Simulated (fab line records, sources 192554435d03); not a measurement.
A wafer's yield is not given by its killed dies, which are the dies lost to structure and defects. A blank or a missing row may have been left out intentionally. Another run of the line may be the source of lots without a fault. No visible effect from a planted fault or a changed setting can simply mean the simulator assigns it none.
Split-lot trial -- flow n5Finfet -- on a route of 1938 steps: 7 lots, 39 wafers read

## ABOUT THE SPLIT
At N5_DUMMY_GATE_CVD_03 (deposits a-Si from SiH4, target thk 150 nm, time 8042 s), the setting targetThkA was moved away from the recipe's 1500 angstrom on 24 of the 39 wafers read, by -54.8% to +54.9%. For the rest of the wafers, this setting stayed at what the recipe calls for.

Reading taken at the split's own step.

## THE READING
a-Si_of_DUMMY_GATE_CVD_03.thkNm (the simulator's own value, which no gauge read), in nm, at N5_DUMMY_GATE_CVD_03 (deposits a-Si from SiH4, target thk 150 nm, time 8042 s). There is no usual value for it anywhere in the file. Across the 15 wafers here that went through the recipe, the average is 150.5 nm and the standard deviation 1.5 nm.

wafer,"tool, chamber at the split","targetThkA as run, angstrom",against the recipe,"a-Si_of_DUMMY_GATE_CVD_03.thkNm, nm",against lot-mates on the recipe
L075.1,"-, -",1500,recipe,150.4,-
L075.2,"-, -",1500,recipe,149.4,-
L075.3,"-, -",1500,recipe,149.4,-
L075.4,"-, -",1500,recipe,149.6,-
L075.5,"-, -",1500,recipe,147.6,-
L075.6,"-, -",1500,recipe,148.8,-
L078.1,"-, -",1500,recipe,152.8,-
L078.2,"-, -",1500,recipe,152,-
L078.5,"-, -",1500,recipe,152,-
L078.3,"-, -",1500,recipe,151.4,-
L078.4,"-, -",1500,recipe,152.4,-
L078.6,"-, -",1500,recipe,152.6,-
L081.1,"-, -",2323,+54.9%,233,no lot-mate on the recipe
L081.2,"-, -",2323,+54.9%,230.2,no lot-mate on the recipe
L081.3,"-, -",2323,+54.9%,230,no lot-mate on the recipe
L081.4,"-, -",2323,+54.9%,231.2,no lot-mate on the recipe
L081.5,"-, -",2323,+54.9%,231.2,no lot-mate on the recipe
L081.6,"-, -",2323,+54.9%,231.2,no lot-mate on the recipe
L089.1,"-, -",1873,+24.9%,185.2,no lot-mate on the recipe
L089.2,"-, -",1873,+24.9%,184.8,no lot-mate on the recipe
L089.3,"-, -",1873,+24.9%,184,no lot-mate on the recipe
L089.4,"-, -",1873,+24.9%,183.4,no lot-mate on the recipe
L089.5,"-, -",1873,+24.9%,184.4,no lot-mate on the recipe
L089.6,"-, -",1873,+24.9%,185,no lot-mate on the recipe
L092.3,"lpcvd-02, 0/100",1500,recipe,149.4,-
L092.4,"lpcvd-02, 0/104,0/109",1500,recipe,150.2,-
L092.5,"lpcvd-02, 0/104,0/109",1500,recipe,150.2,-
L093.1,"-, -",678.4,-54.8%,66.8,no lot-mate on the recipe
L093.2,"-, -",678.4,-54.8%,66.6,no lot-mate on the recipe
L093.3,"-, -",678.4,-54.8%,67.6,no lot-mate on the recipe
L093.4,"-, -",678.4,-54.8%,67.4,no lot-mate on the recipe
L093.5,"-, -",678.4,-54.8%,67,no lot-mate on the recipe
L093.6,"-, -",678.4,-54.8%,67.2,no lot-mate on the recipe
L095.1,"-, -",1958,+30.5%,197.2,no lot-mate on the recipe
L095.2,"-, -",1958,+30.5%,196,no lot-mate on the recipe
L095.3,"-, -",1958,+30.5%,196.2,no lot-mate on the recipe
L095.4,"-, -",1958,+30.5%,196.8,no lot-mate on the recipe
L095.5,"-, -",1958,+30.5%,196.8,no lot-mate on the recipe
L095.6,"-, -",1958,+30.5%,196.4,no lot-mate on the recipe
When a row names more than one chamber, that row covers several wafers, and the file does not tell which wafer ran in which chamber.

THE FIT
A straight line over all 39 wafers: a-Si_of_DUMMY_GATE_CVD_03.thkNm changes by +1.49 nm for each +1% of targetThkA; r = +1.00; the points scatter about the line by 1.7 nm.
Too few moved wafers with a lot-mate on the recipe to fit a line net of each lot's own level.

## FILE'S OWN FIT
a-Si_of_DUMMY_GATE_CVD_03.thkNm changes by +1.49 nm for each +1% of targetThkA, r = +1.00.
